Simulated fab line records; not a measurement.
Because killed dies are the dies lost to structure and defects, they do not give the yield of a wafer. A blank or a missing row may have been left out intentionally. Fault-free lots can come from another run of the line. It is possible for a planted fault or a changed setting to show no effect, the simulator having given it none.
fab line records	flow n5Finfet
record lots=7	wafers=21
route steps=1938 shown WELL_APT@21 FIN_SAQP@99 FIN_CUT@173 DUMMY_GATE@215 SD_EPI_P@295 SDB@369 HKMG_FIN@424 GATE_CUT@481
startH: start of the lot's first displayed wafer, in hours after the record's first day	waitH: hours since the lot's step before	" identical to the entry in the row above	L1.1+2: a single row standing in for several wafers	- no value, or no start given	* or withheld: withheld	< > ~ a bound
route shown NAME@n: names a module that has steps shown in the file, with the first one's number in the route	usual: mean and standard deviation over wafers with no fault	same: alike in all rows	chamber/n: place in a boat	sites: each site's reading	_std_site: the values' standard deviation	_edge_site: outer sites' mean less inner sites'	radiusMm: for every site, how far away it sits from the centre of the wafer	mask NAME#n: copy n	behind: the tool/chamber that last shaped the wafer	hold: cause of the lot's hold/its duration in hours/its outcome	device: the n, p or np transistor that did not switch	end of line: at the end of the route, the tests of the same wafers	where a step has no rows: the recipe by itself	killed: not the wafer's yield, but the dies lost to structure and defects at the first sort	map: per-die view of a wafer (x killed, . not killed, _ where there is no die)
set.NAME: the setting that was run; set.NAME@STEP: the one run at that earlier step	model.NAME: the simulator's own value behind a step, which no gauge read
lots run with intentionally changed settings; tables by step, rows by wafer
## steps
# step N5_WELL_APT_COAT_02
# recipe spinRpm=1357	resistThkNm=950
lot.wafer	tool	chamber	startH	waitH	set.spinRpm	model.coat_of_WELL_APT_COAT_02.thkNm
L074.1	lithoTrack-05	0	-	-	1357	951.5
L074.2	"	0	"	"	1502	902.9
L074.5	"	0	"	"	1357	951
L076.3	lithoTrack-04	0	-	-	1234	999.9
L076.4	"	0	"	"	1357	953.9
L076.6	"	0	"	"	1234	1004
L077.4	lithoTrack-01	0	-	-	1357	951.7
L077.5	"	0	"	"	1357	949.7
L077.6	"	0	"	"	1357	950.7
L078.2	lithoTrack-01	0	-	-	1316	965
L078.3	"	0	"	"	1357	950.6
L078.6	"	0	"	"	1316	963.9
L086.1	lithoTrack-04	0	-	-	1294	973
L086.2	"	0	"	"	1294	973.2
L086.3	"	0	"	"	1357	950.1
L087.2	lithoTrack-04	0	-	-	1357	952.2
L087.5	"	0	"	"	1357	954
L087.6	"	0	"	"	1357	951.2
L091.2	lithoTrack-01	0	-	-	1357	954.1
L091.3	"	0	"	"	1357	951.2
L091.4	"	0	"	"	1357	950.7
# step N5_WELL_APT_PEB_23
# recipe pebTempC=130	pebTimeS=90
lot.wafer	tool	chamber	startH	waitH	set.pebTempC
L074.1+2+5	lithoTrack-05	0	15.45	0.1	130
L076.3	lithoTrack-04	0	27.16	0.0	132.7
L076.4+6	"	0	"	"	130
L077.4+5	lithoTrack-01	0	32.92	0.0	130
L077.6	"	0	"	"	127.6
L078.2	lithoTrack-04	0	39.35	0.0	133.6
L078.3+6	"	0	"	"	130
L086.1	lithoTrack-01	0	87.13	0.1	127.8
L086.2+3	"	0	"	"	130
L087.2+5+6	lithoTrack-01	0	93.01	0.0	130
L091.2+3+4	lithoTrack-04	0	116.85	0.0	130
# step N5_WELL_APT_DEVELOP_24
# recipe developTimeS=45	rinseLiquid=surfactantRinse	dry=airSpin	devTempC=21
lot.wafer	tool	chamber	startH	waitH	set.developTimeS
L074.1+2	lithoTrack-05	0	-	-	54.58
L074.5	"	0	"	"	45
L076.3+4	lithoTrack-04	0	-	-	45
L076.6	"	0	"	"	35.55
L077.4+5+6	lithoTrack-01	0	-	-	45
L078.2+3+6	lithoTrack-04	0	-	-	55.01
L086.1+3	lithoTrack-01	0	-	-	39.62
L086.2	"	0	"	"	45
L087.2+5	lithoTrack-01	0	-	-	53.52
L087.6	"	0	"	"	45
L091.2+3+4	lithoTrack-04	0	-	-	45
# step N5_WELL_APT_HARDBAKE_29
# recipe tempC=130	timeS=120
# step N5_WELL_APT_CD_MEAS_25
# recipe targetCdNm=200	landingEnergyEv=500	detector=seInlens
# usual cdNm=199.3/1.4
lot.wafer	tool	chamber	startH	waitH	set.pebTempC@WELL_APT_PEB_23	cdNm
L074.1	cdSem-02	0	15.56	-	130	201.5
L074.2	"	0	"	"	130	200.3
L074.5	"	0	"	"	130	197.8
L076.3	cdSem-03	0	27.28	-	132.7	212.2
L076.4	"	0	"	"	130	201.5
L076.6	"	0	"	"	130	197.5
L077.4	cdSem-01	0	33.04	-	130	199.1
L077.5	"	0	"	"	130	199.3
L077.6	"	0	"	"	127.6	181.1
L078.2	cdSem-02	0	39.46	-	133.6	217.6
L078.3	"	0	"	"	130	199.9
L078.6	"	0	"	"	130	200.4
L086.1	cdSem-03	0	87.25	-	127.8	185.0
L086.2	"	0	"	"	130	198.7
L086.3	"	0	"	"	130	195.9
L087.2	cdSem-01	0	93.13	-	130	202.0
L087.5	"	0	"	"	130	199.8
L087.6	"	0	"	"	130	200.8
L091.2	cdSem-01	0	116.97	-	130	198.9
L091.3	"	0	"	"	130	199.9
L091.4	"	0	"	"	130	197.4
# step N5_WELL_APT_DESCUM_30
# recipe chemistry=O2	timeS=7.9	sourcePowerW=50	biasPowerW=20	pressureMtorr=20	rfFrequencyHz=2.712e+07	tempC=40	o2FlowSccm=225
lot.wafer	tool	chamber	startH	waitH	set.pebTempC@WELL_APT_PEB_23	model.WELL_APT.cdNm
L074.1	rieDiel-04	3	15.71	0.1	130	201.1
L074.2	"	2	"	"	130	200
L074.5	"	3	"	"	130	197.6
L076.3	rieDiel-05	1	27.37	0.0	132.7	212.2
L076.4	"	2	"	"	130	201.5
L076.6	"	3	"	"	130	197.7
L077.4	rieDiel-04	0	33.12	0.0	130	198.8
L077.5	"	0	"	"	130	199.5
L077.6	"	3	"	"	127.6	181.3
L078.2	rieDiel-04	3	39.91	0.4	133.6	217.8
L078.3	"	1	"	"	130	200.3
L078.6	"	0	"	"	130	200.7
L086.1	rieDiel-04	0	87.34	0.0	127.8	185.3
L086.2	"	2	"	"	130	198.4
L086.3	"	3	"	"	130	195.6
L087.2	rieDiel-05	3	93.22	0.0	130	202.1
L087.5	"	0	"	"	130	199.7
L087.6	"	3	"	"	130	200.7
L091.2	rieDiel-05	0	117.16	0.1	130	198.8
L091.3	"	3	"	"	130	199.5
L091.4	"	2	"	"	130	197.3
# step N5_FIN_SAQP_PECVD_48
# recipe material=SiNx	targetThkA=250	tempC=400	precursor=SiH4/NH3/N2	pressureTorr=1.5	rfW=300	timeS=22.1
lot.wafer	tool	chamber	startH	waitH	set.timeS	model.SiNx_of_FIN_SAQP_PECVD_48.thkNm
L074.1	pecvd-04	0	22.43	0.0	22.1	24.79
L074.2	"	1	"	"	23.88	26.78
L074.5	"	0	"	"	23.88	27.43
L076.3	pecvd-04	0	33.80	0.0	22.1	25.03
L076.4	"	1	"	"	25.01	28.47
L076.6	"	0	"	"	22.1	25.02
L077.4	pecvd-03	1	38.85	0.0	25.41	28.83
L077.5	"	2	"	"	22.1	25.16
L077.6	"	0	"	"	25.41	28.8
L078.2	pecvd-02	1	46.34	0.0	23.9	26.6
L078.3	"	2	"	"	22.1	25.01
L078.6	"	1	"	"	23.9	27.68
L086.1	pecvd-04	2	93.42	0.0	22.1	24.79
L086.2	"	0	"	"	24.37	27.12
L086.3	"	1	"	"	24.37	27.58
L087.2	pecvd-03	1	99.13	0.0	22.1	24.91
L087.5	"	1	"	"	21.12	24.46
L087.6	"	2	"	"	22.1	25.51
L091.2	pecvd-04	2	123.00	0.0	22.1	24.42
L091.3	"	2	"	"	22.1	24.78
L091.4	"	1	"	"	22.1	25
# step N5_FIN_SAQP_DEVELOP_15
# recipe developTimeS=30	developer=TMAH	resist=CAR-ArF	devTempC=23	rinseLiquid=diw	dry=airSpin
lot.wafer	tool	chamber	startH	waitH	set.developTimeS
L074.1+2+5	lithoTrack-04	0	-	-	30
L076.3+4+6	lithoTrack-03	0	-	-	24.42
L077.4+6	lithoTrack-05	0	-	-	33.44
L077.5	"	0	"	"	30
L078.2+6	lithoTrack-05	0	-	-	30
L078.3	"	0	"	"	33.33
L086.1+2	lithoTrack-05	0	-	-	35.22
L086.3	"	0	"	"	30
L087.2+5+6	lithoTrack-03	0	-	-	30
L091.2+3+4	lithoTrack-03	0	-	-	30
# step N5_FIN_SAQP_MANDREL1_REMOVE_56
# recipe chemistry=HBr/Cl2/O2	btTimeS=10	target=a-Si	stopOn=SiNx	endpoint=OES-SiCl	overEtchFrac=1	icpW=600	biasW=22	HBr_flow_sccm=150	Cl2_flow_sccm=80	O2_flow_sccm=5	pressureMtorr=10
# step N5_FIN_SAQP_ETCH_57
# recipe chemistry=CH3F/O2	target=SiNx	maskMaterial=SiO2	targetDepthA=325	timeS=46.4	pressureMtorr=30	sourceW=395	biasW=73	Ar_flow_sccm=150	CH3F_flow_sccm=30	O2_flow_sccm=20	ionEnergyEv=120	ends=cleared
# usual etchRfOnTimeS=46.3/0.81
lot.wafer	tool	chamber	startH	waitH	set.timeS@FIN_SAQP_PECVD_48	etchRfOnTimeS	model.etch.depthNm
L074.1	rieDiel-04	2	25.65	0.4	22.1	46.2	24.79
L074.2	"	1	"	"	23.88	49.2	26.72
L074.5	"	1	"	"	23.88	50.6	27.43
L076.3	rieDiel-05	2	37.35	0.2	22.1	46.6	25.03
L076.4	"	3	"	"	25.01	52.2	28.39
L076.6	"	2	"	"	22.1	46.0	24.89
L077.4	rieDiel-04	2	42.13	0.2	25.41	53.9	28.83
L077.5	"	1	"	"	22.1	46.8	25.16
L077.6	"	0	"	"	25.41	54.0	28.74
L078.2	rieDiel-05	0	49.36	0.0	23.9	49.2	26.57
L078.3	"	3	"	"	22.1	45.8	24.88
L078.6	"	3	"	"	23.9	50.7	27.6
L086.1	rieDiel-04	3	96.71	0.0	22.1	47.0	24.75
L086.2	"	0	"	"	24.37	51.3	26.99
L086.3	"	1	"	"	24.37	51.8	27.58
L087.2	rieDiel-05	2	102.14	0.0	22.1	45.9	24.82
L087.5	"	0	"	"	21.12	45.0	24.37
L087.6	"	3	"	"	22.1	46.6	25.37
L091.2	rieDiel-04	2	125.95	0.0	22.1	46.8	24.42
L091.3	"	1	"	"	22.1	46.4	24.78
L091.4	"	0	"	"	22.1	47.4	24.94
# step N5_FIN_CUT_CUT_ETCH_26
# recipe chemistry=CH3F/O2	target=SiNx	targetDepthA=390	maskMaterial=SOC	timeS=55.7	pressureMtorr=30	sourceW=395	biasW=73	Ar_flow_sccm=150	CH3F_flow_sccm=30	O2_flow_sccm=20	ionEnergyEv=120
# usual rfVppV=296.3/2.6
lot.wafer	tool	chamber	startH	waitH	set.sourceW	rfVppV	model.etch.depthNm
L074.1	rieDiel-03	1	28.92	0.0	350.8	318.4	37.84
L074.2	"	0	"	"	350.8	314.6	36.02
L074.5	"	1	"	"	395	300.8	39.17
L076.3	rieDiel-06	3	40.91	0.0	455.3	277.0	41.14
L076.4	"	1	"	"	455.3	282.3	41.02
L076.6	"	2	"	"	395	294.0	39.21
L077.4	rieDiel-06	2	45.66	0.0	395	295.0	39.18
L077.5	"	3	"	"	395	298.3	38.91
L077.6	"	2	"	"	395	293.1	39.46
L078.2	rieDiel-06	1	52.40	0.0	395	300.5	38.8
L078.3	"	3	"	"	395	295.3	38.99
L078.6	"	1	"	"	395	300.7	38.91
L086.1	rieDiel-06	2	99.66	0.0	395	294.7	39.55
L086.2	"	3	"	"	331.2	320.1	36.64
L086.3	"	1	"	"	331.2	326.8	36.65
L087.2	rieDiel-06	0	105.31	0.0	395	294.5	39.02
L087.5	"	1	"	"	453.9	281.6	41.02
L087.6	"	0	"	"	453.9	275.1	40.68
L091.2	rieDiel-02	0	129.03	0.0	395	293.6	39.47
L091.3	"	3	"	"	395	293.7	38.76
L091.4	"	2	"	"	395	298.2	39.09
# step N5_DUMMY_GATE_CVD_03
# recipe material=a-Si	targetThkA=1500	tempC=530	precursor=SiH4	timeS=8042
lot.wafer	tool	chamber	startH	waitH	set.tempC	model.a-Si_of_DUMMY_GATE_CVD_03.thkNm
L074.1+5	-	-	-	0.1	550.9	265
L074.2	"	-	"	"	550.9	264.8
L076.3	-	-	-	0.1	507.2	76.2
L076.4	"	-	"	"	507.2	77.8
L076.6	"	-	"	"	507.2	77.6
L077.4	-	-	-	0.1	517.3	104
L077.5	"	-	"	"	517.3	104.8
L077.6	"	-	"	"	517.3	106.2
L078.2	-	-	-	0.1	530	147.8
L078.3	"	-	"	"	530	151.6
L078.6	"	-	"	"	530	150.2
L086.1	-	-	-	0.1	541.3	205.6
L086.2	"	-	"	"	541.3	206.4
L086.3	"	-	"	"	541.3	205.4
L087.2	-	-	-	0.1	540.2	197.6
L087.5	"	-	"	"	540.2	198
L087.6	"	-	"	"	540.2	196.8
L091.2	lpcvd-01	1/20	138.54	0.1	530	152.2
L091.3	"	1/25	"	"	530	151
L091.4	"	1/29	"	"	530	152
# step N5_DUMMY_GATE_COAT_28
# recipe resist=underlayer	tempC=205	timeS=60	spinRpm=1500	resistThkNm=10
lot.wafer	tool	chamber	startH	waitH	set.spinRpm	model.underlayer_of_DUMMY_GATE_COAT_28.thkNm
L074.1+5	lithoTrack-03	0	-	-	1653	9.6
L074.2	"	0	"	"	1500	10
L076.3+4	lithoTrack-04	0	-	-	1620	9.6
L076.6	"	0	"	"	1500	10
L077.4+5+6	lithoTrack-02	0	-	-	1500	10
L078.2+6	lithoTrack-04	0	-	-	1500	10
L078.3	"	0	"	"	1599	9.8
L086.1+3	lithoTrack-04	0	-	-	1653	9.6
L086.2	"	0	"	"	1500	10
L087.2+5	lithoTrack-02	0	-	-	1500	10
L087.6	"	0	"	"	1644	9.6
L091.2+3+4	lithoTrack-04	0	-	-	1500	10
# step N5_SD_EPI_P_COAT_34
# recipe resist=SOC	tempC=250	timeS=60	spinRpm=1500	resistThkNm=350
lot.wafer	tool	chamber	startH	waitH	set.spinRpm	model.SOC_of_SD_EPI_P_COAT_34.thkNm
L074.1	lithoTrack-02	0	54.25	0.0	1500	350
L074.2	"	0	"	"	1500	349.2
L074.5	"	0	"	"	1436	358.4
L076.3+6	lithoTrack-01	0	66.74	0.0	1500	348.4
L076.4	"	0	"	"	1500	350.4
L077.4	lithoTrack-02	0	72.51	0.0	1500	349.8
L077.5	"	0	"	"	1500	351
L077.6	"	0	"	"	1500	350.2
L078.2	lithoTrack-01	0	78.80	0.0	1580	340.2
L078.3	"	0	"	"	1580	338.6
L078.6	"	0	"	"	1500	348.4
L086.1	lithoTrack-03	0	125.01	0.0	1387	364
L086.2	"	0	"	"	1387	364.8
L086.3	"	0	"	"	1500	350.2
L087.2	lithoTrack-02	0	130.76	0.0	1593	340.6
L087.5	"	0	"	"	1593	340.4
L087.6	"	0	"	"	1500	350.4
L091.2+4	lithoTrack-03	0	155.90	0.0	1500	349
L091.3	"	0	"	"	1500	348.4
# step N5_SDB_CUT_ETCH_26
# recipe chemistry=HBr/Cl2/O2	target=Si	targetDepthA=1296	btTimeS=20	maskMaterial=SiNx	timeS=51.8	ionEnergyEv=*	biasW=*	pressureMtorr=10	icpW=800	HBr_flow_sccm=150	Cl2_flow_sccm=80	O2_flow_sccm=12
lot.wafer	tool	chamber	startH	waitH	set.icpW	model.SDB.featureDepthNm	model.etch.depthNm
L074.1	rieSi-05	2	66.80	0.1	800	129.6	129.7
L074.2	"	3	"	"	856.1	132	131.9
L074.5	"	0	"	"	800	129.6	129.6
L076.3	rieSi-04	0	80.17	0.1	800	130	130.1
L076.4	"	1	"	"	800	129	128.9
L076.6	"	1	"	"	702.6	122.2	122.3
L077.4	rieSi-02	1	85.87	0.1	911.5	138.8	138.9
L077.5	"	0	"	"	911.5	139.8	139.9
L077.6	"	3	"	"	800	129.4	129.3
L078.2	rieSi-04	0	91.36	0.1	800	130.6	130.6
L078.3	"	1	"	"	691.7	121	121
L078.6	"	2	"	"	800	129.8	129.8
L086.1	rieSi-04	2	139.36	0.1	800	128.8	128.8
L086.2	"	0	"	"	800	130.6	130.6
L086.3	"	3	"	"	664.3	119.6	119.6
L087.2	rieSi-05	0	144.10	0.1	800	132	132
L087.5	"	0	"	"	800	132.2	132.2
L087.6	"	1	"	"	800	127.2	127.3
L091.2	rieSi-02	0	170.03	0.1	800	132.6	132.5
L091.3	"	3	"	"	800	130.6	130.7
L091.4	"	2	"	"	800	134	134.1
# step N5_SDB_ALD_29
# recipe material=SiNx	targetThkA=300	tempC=400	aldPrecursorFamily=SiH2I2	aldCoReactant=N2/H2-plasma	pulseTimeS=1	aldCycles=600	purgeTimeS=2	coReactantPurgeTimeS=2	pressureTorr=2
lot.wafer	tool	chamber	startH	waitH	set.aldCycles	model.SiNx_of_SDB_ALD_29.thkNm
L074.1+2+5	aldSin-01	0,3,2	67.14	0.2	600	30.2
L076.3	aldSin-02	3	80.35	0.0	600	30
L076.4	"	2	"	"	661	33.2
L076.6	"	2	81.71	1.4	600	30.2
L077.4	aldSin-04	3	86.05	0.0	600	29.8
L077.5	"	1	87.41	1.4	646	32.2
L077.6	"	0	"	"	646	32.4
L078.2	aldSin-01	3	91.54	0.0	600	30
L078.3	"	1	"	"	694	35
L078.6	"	2	92.90	1.4	694	34.8
L086.1+2	aldSin-04	0,1	139.54	0.0	600	30
L086.3	"	2	"	"	600	29.8
L087.2+5+6	aldSin-01	1,3,2	144.59	0.3	600	30.2
L091.2+3+4	aldSin-01	0,1,3	170.21	0.0	600	30
# step N5_HKMG_FIN_COAT_06
# recipe resist=CAR-ArF	spinRpm=1500	resistThkNm=90
lot.wafer	tool	chamber	startH	waitH	set.spinRpm	model.CAR-ArF_of_HKMG_FIN_COAT_06.thkNm
L074.1	lithoTrack-01	0	-	-	1500	90
L074.2+5	"	0	"	"	1555	88.6
L076.3	lithoTrack-02	0	-	-	1667	85.6
L076.4	"	0	"	"	1500	90.2
L076.6	"	0	"	"	1500	90.4
L077.4+5	lithoTrack-02	0	-	-	1500	90
L077.6	"	0	"	"	1500	89.8
L078.2+6	lithoTrack-01	0	-	-	1500	90
L078.3	"	0	"	"	1500	90.2
L086.1	lithoTrack-05	0	-	-	1500	89.8
L086.2+3	"	0	"	"	1332	95.4
L087.2	lithoTrack-01	0	-	-	1410	93
L087.5	"	0	"	"	1500	90.2
L087.6	"	0	"	"	1410	93.4
L091.2+4	lithoTrack-05	0	-	-	1500	89.4
L091.3	"	0	"	"	1500	89.8
# step N5_GATE_CUT_COAT_07
# recipe resist=CAR-EUV	spinRpm=1500	resistThkNm=30
lot.wafer	tool	chamber	startH	waitH	set.spinRpm	model.CAR-EUV_of_GATE_CUT_COAT_07.thkNm
L074.1	lithoTrack-04	0	-	-	1555	29.8
L074.2	"	0	"	"	1500	30.2
L074.5	"	0	"	"	1555	29.6
L076.3+4+6	lithoTrack-03	0	-	-	1500	30
L077.4+5	lithoTrack-03	0	-	-	1500	30
L077.6	"	0	"	"	1549	29.6
L078.2	lithoTrack-04	0	-	-	1400	31.2
L078.3	"	0	"	"	1500	30
L078.6	"	0	"	"	1400	31
L086.1	lithoTrack-02	0	-	-	1500	30
L086.2+3	"	0	"	"	1400	31
L087.2	lithoTrack-04	0	-	-	1500	30.2
L087.5	"	0	"	"	1433	30.6
L087.6	"	0	"	"	1433	30.8
L091.2+3	lithoTrack-04	0	-	-	1500	30
L091.4	"	0	"	"	1500	30.2
# step N5_GATE_CUT_DESCUM_18
# recipe chemistry=O2	timeS=7	sourcePowerW=50	biasPowerW=20	pressureMtorr=20	rfFrequencyHz=2.712e+07	tempC=40	resist=CAR-EUV	o2FlowSccm=225
lot.wafer	tool	chamber	startH	waitH	set.timeS	set.spinRpm@GATE_CUT_COAT_07	model.CAR-EUV_of_GATE_CUT_COAT_07.thkNm
L074.1+5	rieDiel-03	0,2	84.28	0.0	7	1555	25.8
L074.2	"	2	"	"	7	1500	26.4
L076.3+6	rieDiel-03	2	97.43	0.0	7	1500	26
L076.4	"	3	"	"	7.699	1500	25.6
L077.4	rieDiel-03	2	102.59	0.0	8.049	1500	25.6
L077.5	"	3	"	"	7	1500	26.2
L077.6	"	0	"	"	7	1549	25.6
L078.2	rieDiel-06	3	107.84	0.0	6.139	1400	27.6
L078.3	"	1	"	"	7	1500	26.2
L078.6	"	0	"	"	7	1400	27.2
L086.1	rieDiel-03	2	156.91	0.4	7.622	1500	25.8
L086.2	"	3	"	"	7.622	1400	26.8
L086.3	"	1	"	"	7	1400	27
L087.2	rieDiel-02	2	162.16	0.0	6.183	1500	26.6
L087.5	"	2	"	"	7	1433	26.8
L087.6	"	3	"	"	6.183	1433	27.2
L091.2	rieDiel-06	2	188.22	0.0	7	1500	26
L091.3+4	"	3,1	"	"	7	1500	26.2
# step N5_GATE_CUT_ETCH_28
# recipe chemistry=N2/H2	target=underlayer	targetDepthA=130	maskMaterial=CAR-EUV	timeS=10.4	ionEnergyEv=200	pressureMtorr=30	sourceW=840	biasW=150	n2FlowSccm=200	h2FlowSccm=200	ends=cleared
lot.wafer	tool	chamber	startH	waitH	set.spinRpm@GATE_CUT_COAT_07	set.timeS@GATE_CUT_DESCUM_18	model.CAR-EUV_of_GATE_CUT_COAT_07.thkNm
L074.1	rieDiel-03	0	84.32	0.0	1555	7	14.4
L074.2	"	2	"	"	1500	7	14.8
L074.5	"	2	"	"	1555	7	14.2
L076.3+6	rieDiel-03	2	97.46	0.0	1500	7	14.6
L076.4	"	3	"	"	1500	7.699	14.2
L077.4	rieDiel-03	2	102.62	0.0	1500	8.049	14.2
L077.5	"	3	"	"	1500	7	14.6
L077.6	"	0	"	"	1549	7	14.2
L078.2	rieDiel-06	3	107.87	0.0	1400	6.139	16.2
L078.3	"	1	"	"	1500	7	14.8
L078.6	"	0	"	"	1400	7	15.6
L086.1	rieDiel-03	2	156.94	0.0	1500	7.622	14.2
L086.2	"	3	"	"	1400	7.622	15.4
L086.3	"	1	"	"	1400	7	15.6
L087.2	rieDiel-02	2	162.20	0.0	1500	6.183	15
L087.5	"	2	"	"	1433	7	15.2
L087.6	"	3	"	"	1433	6.183	15.6
L091.2+3	rieDiel-06	2,3	188.26	0.0	1500	7	14.6
L091.4	"	1	"	"	1500	7	14.8
# step N5_GATE_CUT_ETCH_36
# recipe chemistry=CF4	target=SiARC	targetDepthA=130	maskMaterial=CAR-EUV	timeS=21.7	ionEnergyEv=80	pressureMtorr=40	sourceW=545	biasW=36	Ar_flow_sccm=100	cf4FlowSccm=100	ends=cleared
lot.wafer	tool	chamber	startH	waitH	set.spinRpm@GATE_CUT_COAT_07	set.timeS@GATE_CUT_DESCUM_18	model.CAR-EUV_of_GATE_CUT_COAT_07.thkNm
L074.1+5	rieDiel-03	0,2	84.34	0.0	1555	7	6.6
L074.2	"	2	"	"	1500	7	7.2
L076.3+6	rieDiel-03	2	97.48	0.0	1500	7	7
L076.4	"	3	"	"	1500	7.699	6.4
L077.4	rieDiel-03	2	102.64	0.0	1500	8.049	6.4
L077.5	"	3	"	"	1500	7	7
L077.6	"	0	"	"	1549	7	6.6
L078.2	rieDiel-06	3	107.89	0.0	1400	6.139	8.6
L078.3	"	1	"	"	1500	7	7
L078.6	"	0	"	"	1400	7	8
L086.1	rieDiel-03	2	156.96	0.0	1500	7.622	6.6
L086.2	"	3	"	"	1400	7.622	7.8
L086.3	"	1	"	"	1400	7	8
L087.2	rieDiel-02	2	162.22	0.0	1500	6.183	7.4
L087.5	"	2	"	"	1433	7	7.6
L087.6	"	3	"	"	1433	6.183	8
L091.2+3	rieDiel-06	2,3	188.28	0.0	1500	7	7
L091.4	"	1	"	"	1500	7	7.2
## key
split step=N5_WELL_APT_COAT_02	setting=spinRpm	stated=1357	by=wafer
response step=N5_WELL_APT_COAT_02	reading=model.coat_of_WELL_APT_COAT_02.thkNm	change=-4.85	per=1%	r=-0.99
split step=N5_WELL_APT_PEB_23	setting=pebTempC	stated=130	by=wafer
response step=N5_WELL_APT_CD_MEAS_25	reading=cdNm	change=+7.06	per=1%	r=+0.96
response step=N5_WELL_APT_DESCUM_30	reading=model.WELL_APT.cdNm	change=+6.96	per=1%	r=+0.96
split step=N5_WELL_APT_DEVELOP_24	setting=developTimeS	stated=45	by=wafer
response none clear
split step=N5_FIN_SAQP_PECVD_48	setting=timeS	stated=22.1	by=wafer
response step=N5_FIN_SAQP_PECVD_48	reading=model.SiNx_of_FIN_SAQP_PECVD_48.thkNm	change=+0.254	per=1%	r=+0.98
response step=N5_FIN_SAQP_ETCH_57	reading=etchRfOnTimeS	change=*	per=1%	r=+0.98
response step=N5_FIN_SAQP_ETCH_57	reading=model.etch.depthNm	change=+0.252	per=1%	r=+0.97
split step=N5_FIN_SAQP_DEVELOP_15	setting=developTimeS	stated=30	by=wafer
response none clear
split step=N5_FIN_CUT_CUT_ETCH_26	setting=sourceW	stated=395	by=wafer
response step=N5_FIN_CUT_CUT_ETCH_26	reading=rfVppV	change=-1.31	per=1%	r=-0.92
response step=N5_FIN_CUT_CUT_ETCH_26	reading=model.etch.depthNm	change=+0.152	per=1%	r=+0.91
split step=N5_DUMMY_GATE_CVD_03	setting=tempC	stated=530	by=lot
response step=N5_DUMMY_GATE_CVD_03	reading=model.a-Si_of_DUMMY_GATE_CVD_03.thkNm	change=+22.3	per=1%	r=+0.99
split step=N5_DUMMY_GATE_COAT_28	setting=spinRpm	stated=1500	by=wafer
response step=N5_DUMMY_GATE_COAT_28	reading=model.underlayer_of_DUMMY_GATE_COAT_28.thkNm	change=-0.0405	per=1%	r=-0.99
split step=N5_SD_EPI_P_COAT_34	setting=spinRpm	stated=1500	by=wafer
response step=N5_SD_EPI_P_COAT_34	reading=model.SOC_of_SD_EPI_P_COAT_34.thkNm	change=-1.79	per=1%	r=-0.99
split step=N5_SDB_CUT_ETCH_26	setting=icpW	stated=800	by=wafer
response step=N5_SDB_CUT_ETCH_26	reading=model.SDB.featureDepthNm	change=+0.625	per=1%	r=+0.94
response step=N5_SDB_CUT_ETCH_26	reading=model.etch.depthNm	change=+0.626	per=1%	r=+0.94
split step=N5_SDB_ALD_29	setting=aldCycles	stated=600	by=wafer
response step=N5_SDB_ALD_29	reading=model.SiNx_of_SDB_ALD_29.thkNm	change=+0.313	per=1%	r=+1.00
split step=N5_HKMG_FIN_COAT_06	setting=spinRpm	stated=1500	by=wafer
response step=N5_HKMG_FIN_COAT_06	reading=model.CAR-ArF_of_HKMG_FIN_COAT_06.thkNm	change=-0.462	per=1%	r=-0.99
split step=N5_GATE_CUT_COAT_07	setting=spinRpm	stated=1500	by=wafer
response step=N5_GATE_CUT_COAT_07	reading=model.CAR-EUV_of_GATE_CUT_COAT_07.thkNm	change=-0.146	per=1%	r=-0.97
response step=N5_GATE_CUT_DESCUM_18	reading=model.CAR-EUV_of_GATE_CUT_COAT_07.thkNm	slope=-0.147	per=1%	togetherWith=timeS@GATE_CUT_DESCUM_18	explained=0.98
response step=N5_GATE_CUT_ETCH_28	reading=model.CAR-EUV_of_GATE_CUT_COAT_07.thkNm	slope=-0.147	per=1%	togetherWith=timeS@GATE_CUT_DESCUM_18	explained=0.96
response step=N5_GATE_CUT_ETCH_36	reading=model.CAR-EUV_of_GATE_CUT_COAT_07.thkNm	slope=-0.156	per=1%	togetherWith=timeS@GATE_CUT_DESCUM_18	explained=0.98
split step=N5_GATE_CUT_DESCUM_18	setting=timeS	stated=7	by=wafer
response step=N5_GATE_CUT_DESCUM_18	reading=model.CAR-EUV_of_GATE_CUT_COAT_07.thkNm	slope=-0.0347	per=1%	togetherWith=spinRpm@GATE_CUT_COAT_07	explained=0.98
response step=N5_GATE_CUT_ETCH_28	reading=model.CAR-EUV_of_GATE_CUT_COAT_07.thkNm	slope=-0.0356	per=1%	togetherWith=spinRpm@GATE_CUT_COAT_07	explained=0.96
response step=N5_GATE_CUT_ETCH_36	reading=model.CAR-EUV_of_GATE_CUT_COAT_07.thkNm	slope=-0.0444	per=1%	togetherWith=spinRpm@GATE_CUT_COAT_07	explained=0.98
